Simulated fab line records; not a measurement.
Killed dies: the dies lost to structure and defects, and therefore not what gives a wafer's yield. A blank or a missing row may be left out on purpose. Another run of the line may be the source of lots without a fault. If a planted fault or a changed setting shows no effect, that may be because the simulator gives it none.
Chamber matching | flow n5 finfet | 4 sister chambers for N5_BEOL_M8_STRIP_67 on rie diel-03
The step strips in CF4. 22 wafers are shown with their chamber, then 11 later ones without.

== WAFERS, EACH WITH ITS CHAMBER ==
wafer  | chamber | showerhead plenum p Torr (Torr) | oes product au (a.u.) | throttle valve pct (%)
L074.3 | 0       | 1.78                            | 0.72                  | 13.53
L074.4 | 1       | 1.83                            | 0.82                  | 13.41
L074.5 | 2       | 1.80                            | 0.80                  | 13.36
L076.1 | 2       | 1.80                            | 0.78                  | 13.37
L076.4 | 0       | 1.78                            | 0.72                  | 13.56
L076.6 | 2       | 1.79                            | 0.78                  | 13.39
L078.1 | 3       | 1.89                            | 0.92                  | 13.35
L078.2 | 1       | 1.82                            | 0.81                  | 13.43
L078.5 | 2       | 1.79                            | 0.77                  | 13.40
L079.3 | 2       | 1.79                            | 0.77                  | 13.41
L079.4 | 1       | 1.82                            | 0.81                  | 13.42
L079.6 | 1       | 1.82                            | 0.81                  | 13.42
L082.2 | 0       | 1.78                            | 0.71                  | 13.57
L082.3 | 3       | 1.89                            | 0.92                  | 13.35
L082.6 | 0       | 1.78                            | 0.71                  | 13.55
L083.2 | 3       | 1.89                            | 0.92                  | 13.35
L083.5 | 0       | 1.78                            | 0.71                  | 13.56
L083.6 | 3       | 1.89                            | 0.92                  | 13.35
L085.1 | 0       | 1.78                            | 0.71                  | 13.58
L085.4 | 3       | 1.89                            | 0.89                  | 13.40
L085.6 | 3       | 1.89                            | 0.89                  | 13.39
L086.1 | 3       | 1.89                            | 0.89                  | 13.39

SIGNATURES, as means of the wafers listed above
reading                  | chamber 0 | chamber 1 | chamber 2 | chamber 3 | scatter within a chamber
showerhead plenum p Torr | 1.7800    | 1.8225    | 1.7940    | 1.8900    | 0.00329
oes product au           | 0.7133    | 0.8125    | 0.7800    | 0.9071    | 0.0114
throttle valve pct       | 13.5583   | 13.4200   | 13.3860   | 13.3686   | 0.0193
Rule: a wafer lies at a distance from a chamber equal to the root of the sum of squares, over the readings, of (its reading less the chamber's mean, divided by the reading's scatter). The wafer belongs to the nearest chamber; if the next one is less than 2 further off, it can't be placed. The scatter: take each reading less its chamber's mean, square it, sum over the shown wafers, divide by the number of wafers less the number of chambers, and take the root.

== WAFERS WITHOUT THEIR CHAMBER ==
wafer  | showerhead plenum p Torr (Torr) | oes product au (a.u.) | throttle valve pct (%)
L086.3 | 1.79                            | 0.77                  | 13.45
L086.5 | 1.78                            | 0.71                  | 13.58
L093.1 | 1.82                            | 0.79                  | 13.51
L093.3 | 1.77                            | 0.70                  | 13.62
L093.6 | 1.82                            | 0.78                  | 13.49
L096.1 | 1.81                            | 0.78                  | 13.51
L096.3 | 1.77                            | 0.69                  | 13.63
L096.5 | 1.81                            | 0.78                  | 13.52
L097.1 | 1.78                            | 0.75                  | 13.48
L097.3 | 1.88                            | 0.86                  | 13.44
L097.5 | 1.81                            | 0.78                  | 13.51

== CHAMBER TAKEN BY EACH ==
wafer  | from the rows above     | in truth
L086.3 | 2                       | 2
L086.5 | 0                       | 0
L093.1 | 1                       | 1
L093.3 | 0                       | 0
L093.6 | 1                       | 1
L096.1 | can't be placed: 1 or 2 | 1
L096.3 | 0                       | 0
L096.5 | can't be placed: 1 or 2 | 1
L097.1 | can't be placed: 0 or 2 | 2
L097.3 | 3                       | 3
L097.5 | can't be placed: 1 or 2 | 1
Correctly placed: 7 of 11. Not placeable from these rows: 4 (in 4, the candidates include the true chamber). 0 placed wrongly.
